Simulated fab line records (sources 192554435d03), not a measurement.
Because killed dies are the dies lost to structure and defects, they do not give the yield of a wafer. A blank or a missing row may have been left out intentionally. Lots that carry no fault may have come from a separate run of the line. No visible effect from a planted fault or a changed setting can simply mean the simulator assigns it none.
Which of the tools did it? -- flow n5_finfet -- Sampling: 24 lots, 72 wafers, 3 of 1938 route steps

WHAT EACH GAUGE READ, for each wafer
N5_FIN_SAQP_CD_MEAS_16: target cd 35.6 nm.
lot,measured,on,cd_nm (nm)
L074,day 1 22:04,cd_sem-03,35.41 35.66 35.72
L075,day 2 05:55,cd_sem-02,35.42 35.76 35.59
L076,day 2 11:58,cd_sem-02,35.42 35.27 35.49
L077,day 2 18:00,cd_sem-03,35.23 35.06 35.29
L078,day 2 22:21,cd_sem-01,35.76 35.78 35.40
L079,day 3 05:44,cd_sem-01,35.68 35.77 35.59
L080,day 3 10:22,cd_sem-02,35.38 35.30 35.60
L081,day 3 16:14,cd_sem-01,35.49 35.02 34.99
L082,day 3 21:17,cd_sem-02,35.87 35.41 35.38
L083,day 4 03:39,cd_sem-02,35.59 35.20 35.30
L084,day 4 09:24,cd_sem-02,36.39 35.52 35.84
L085,day 4 15:49,cd_sem-03,35.65 35.44 35.08
L086,day 4 23:36,cd_sem-02,35.59 35.33 35.77
L087,day 5 04:00,cd_sem-01,35.43 34.86 35.48
L088,day 5 10:16,cd_sem-02,35.26 35.38 35.65
L089,day 5 15:54,cd_sem-03,35.35 34.86 35.30
L090,day 5 22:02,cd_sem-02,35.29 35.82 35.57
L091,day 6 04:00,cd_sem-02,35.38 35.56 35.08
L092,day 6 09:20,cd_sem-03,35.69 35.17 35.57
L093,day 6 15:54,cd_sem-03,35.59 35.93 35.98
L094,day 6 21:24,cd_sem-01,35.60 35.34 35.18
L095,day 7 05:13,cd_sem-01,35.95 35.72 35.84
L096,day 7 10:10,cd_sem-02,35.55 35.73 35.29
L097,day 7 16:28,cd_sem-01,35.67 35.78 35.74

WHICH TOOL RAN EACH LOT (tool, then ch and the chambers of the sampled wafers, then the start)
lot,N5_PMOS_HMC_CHANNEL_EPI_CMP_21,N5_FIN_SAQP_PECVD_48
L074,"cmp-01 ch 0,1,2, day 1 19:51","pecvd-01 ch 0,2, day 1 21:28"
L075,"cmp-01 ch 0,2,3, day 2 02:42","pecvd-01 ch 0,1,2, day 2 04:29"
L076,"cmp-03 ch 0,1,2, day 2 09:43","pecvd-04 ch 0,1, day 2 11:26"
L077,"cmp-01 ch 0,2, day 2 15:07","pecvd-01 ch 0,1,2, day 2 17:23"
L078,"cmp-02 ch 1,2, day 2 19:26","pecvd-04 ch 0,1, day 2 21:41"
L079,"cmp-03 ch 0,3, day 3 03:47","pecvd-03 ch 0,1,2, day 3 05:15"
L080,"cmp-01 ch 0,1, day 3 08:10","pecvd-03 ch 1,2, day 3 09:45"
L081,"cmp-02 ch 0,1,3, day 3 14:11","pecvd-01 ch 0,1,2, day 3 15:44"
L082,"cmp-02 ch 0,1,2, day 3 19:11","pecvd-03 ch 0,1,2, day 3 20:40"
L083,"cmp-02 ch 0,1,2, day 4 01:32","pecvd-01 ch 0,2, day 4 03:02"
L084,"cmp-03 ch 0,1, day 4 07:13","pecvd-01 ch 0,2, day 4 08:46"
L085,"cmp-03 ch 1,2, day 4 13:44","pecvd-03 ch 0,1,2, day 4 15:19"
L086,"cmp-01 ch 0,1,2, day 4 19:55","pecvd-04 ch 0,2, day 4 23:02"
L087,"cmp-02 ch 1,2,3, day 5 01:46","pecvd-03 ch 1,2, day 5 03:23"
L088,"cmp-01 ch 1,2,3, day 5 08:07","pecvd-03 ch 0,2, day 5 09:47"
L089,"cmp-03 ch 0,1,2, day 5 13:54","pecvd-03 ch 1,2, day 5 15:25"
L090,"cmp-02 ch 0,2,3, day 5 19:49","pecvd-04 ch 0,1,2, day 5 21:26"
L091,"cmp-02 ch 0,2,3, day 6 01:53","pecvd-04 ch 0,1, day 6 03:23"
L092,"cmp-03 ch 0,3, day 6 07:12","pecvd-01 ch 0,2, day 6 08:43"
L093,"cmp-03 ch 0,1,2, day 6 13:32","pecvd-01 ch 0,1, day 6 15:17"
L094,"cmp-03 ch 2,3, day 6 19:21","pecvd-04 ch 0,1,2, day 6 20:55"
L095,"cmp-01 ch 0,2,3, day 7 02:59","pecvd-01 ch 0,1, day 7 04:37"
L096,"cmp-03 ch 0,1,2, day 7 08:08","pecvd-03 ch 0,1, day 7 09:41"
L097,"cmp-01 ch 2,3, day 7 14:18","pecvd-03 ch 0,1, day 7 15:50"
- N5_PMOS_HMC_CHANNEL_EPI_CMP_21: polishes SiGe30, target thk 54 nm.
- N5_FIN_SAQP_PECVD_48: deposits SiNx from SiH4/NH3/N2, target thk 25 nm, time 22.1 s.

WHAT THE TOOLS THEMSELVES READ (means of the sampled wafers that have a number; where no wafer has one, the mark that the record gives instead)
N5_PMOS_HMC_CHANNEL_EPI_CMP_21.
lot,tool,edge_zone_pressure_frac,motor_current_A (A),slurry_flow_ml_min
L074,cmp-01,1.002,11.5,150.2
L075,cmp-01,1.002,12.4,150.3
L076,cmp-03,1.000,11.6,149.7
L077,cmp-01,1.002,11.9,149.6
L078,cmp-02,0.999,11.1,149.8
L079,cmp-03,0.994,11.9,150.1
L080,cmp-01,1.004,11.7,150.2
L081,cmp-02,1.001,11.2,150.1
L082,cmp-02,0.998,11.3,149.5
L083,cmp-02,1.001,12.1,150.0
L084,cmp-03,1.002,12.0,150.0
L085,cmp-03,0.994,11.5,150.0
L086,cmp-01,1.003,11.8,149.9
L087,cmp-02,0.995,11.1,150.1
L088,cmp-01,1.001,12.1,149.9
L089,cmp-03,1.001,11.6,150.0
L090,cmp-02,1.004,11.3,149.9
L091,cmp-02,1.001,11.5,149.7
L092,cmp-03,1.004,11.8,149.9
L093,cmp-03,1.008,11.5,149.9
L094,cmp-03,0.997,11.5,149.7
L095,cmp-01,1.000,11.8,149.7
L096,cmp-03,1.001,11.6,149.5
L097,cmp-01,0.999,12.2,149.9

N5_FIN_SAQP_PECVD_48.
lot,tool,chamber_pressure_Torr (Torr),heater_power_w (W),showerhead_plenum_p_Torr (Torr),showerhead_vpp_V (V),throttle_valve_pct (%)
L074,pecvd-01,1.501,636,5.11,1081,38.7
L075,pecvd-01,1.499,728,5.11,1069,38.1
L076,pecvd-04,1.499,822,5.21,1039,41.0
L077,pecvd-01,1.496,680,5.11,1089,38.1
L078,pecvd-04,1.502,787,5.21,1031,40.9
L079,pecvd-03,1.500,683,5.16,1120,40.6
L080,pecvd-03,1.502,748,5.21,1156,42.0
L081,pecvd-01,1.500,676,5.10,1079,38.0
L082,pecvd-03,1.500,700,5.17,1116,40.5
L083,pecvd-01,1.503,675,5.10,1088,38.7
L084,pecvd-01,1.501,697,5.10,1093,38.8
L085,pecvd-03,1.502,738,5.17,1130,40.4
L086,pecvd-04,1.504,816,5.14,1163,37.1
L087,pecvd-03,1.497,736,5.22,1175,42.0
L088,pecvd-03,1.499,707,5.12,1062,39.1
L089,pecvd-03,1.502,781,5.19,1139,42.9
L090,pecvd-04,1.499,824,5.18,1115,39.3
L091,pecvd-04,1.498,863,5.19,1057,39.3
L092,pecvd-01,1.500,721,5.05,1112,38.5
L093,pecvd-01,1.495,694,5.16,1046,38.2
L094,pecvd-04,1.497,792,5.18,1107,39.3
L095,pecvd-01,1.499,701,5.16,1052,38.7
L096,pecvd-03,1.503,768,5.16,1106,38.3
L097,pecvd-03,1.499,742,5.21,1151,39.7

THE ANSWER, worked out from the rows above alone
Rule: the lots themselves supply what counts as usual. Put in order of their means at a reading, lots are off if they are a third of the lots or fewer, leave a main group of 4 or more, and stand apart from it by a gap of 3 or more times the standard deviation of the main group's means; of several such gaps the widest counts. If all means in a main group match to the digits the tables above print for the reading, that group is not used. Also off: a lot with no number at a reading for which 4 or more lots have one. All remaining lots with rows at the step are treated as sound. The gauges are gone through in route order, then the tools' own readings, and for those a lot's mean is taken as printed above. At the first step where some lot is off, the reading lying furthest off is the one used; lots without a number count as furthest.
None of the lots is off at any reading shown; this tells nothing.

WHAT THE SIMULATOR HAD INSERTED
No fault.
